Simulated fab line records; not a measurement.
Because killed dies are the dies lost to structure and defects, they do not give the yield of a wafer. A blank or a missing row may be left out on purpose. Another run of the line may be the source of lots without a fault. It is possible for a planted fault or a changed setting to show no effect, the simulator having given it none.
Chamber matching	flow n5Finfet	N5_BEOL_M7_STRIP_36 on rieDiel-04: 4 sister chambers
The step strips in N2/H2. 8 wafers are shown with their chamber, then 9 later ones without.

## WAFERS WITH THEIR CHAMBER
wafer	chamber	showerheadPlenumPTorr (Torr)	oesProductAu (a.u.)
L085.1	2	2.45	0.79
L085.2	3	2.54	0.77
L085.4	0	2.49	0.90
L085.5	1	2.61	0.66
L085.6	0	2.49	0.90
L086.3	2	2.44	0.79
L086.4	3	2.54	0.77
L086.5	1	2.61	0.65

## WAFERS MISSING THEIR CHAMBER
wafer	showerheadPlenumPTorr (Torr)	oesProductAu (a.u.)
L090.1	2.60	0.66
L090.2	2.44	0.77
L090.6	2.44	0.78
L094.1	2.48	0.87
L094.5	2.48	0.87
L094.6	2.53	0.75
L096.1	2.48	0.86
L096.2	2.53	0.74
L096.3	2.44	0.78

## WHICH CHAMBER EACH ONE RAN IN
wafer	from the rows above	in truth
L090.1	1	1
L090.2	2	2
L090.6	2	2
L094.1	0	0
L094.5	0	0
L094.6	3	3
L096.1	0	0
L096.2	3	3
L096.3	2	2
Correct placement for 9 of the 9. Not placeable from these rows: 0. 0 placed wrongly.
How it was worked out, from the rows above alone: a wafer's distance from a chamber is the root of the sum, over the readings, of the square of ((its reading less the chamber's mean) divided by the reading's scatter). The wafer belongs to the nearest chamber; if the next one is less than 2 further off, it can't be placed. A chamber's mean is the mean of its shown wafers. The scatter: take each reading less its chamber's mean, square it, sum over the shown wafers, divide by the number of wafers less the number of chambers, and take the root.
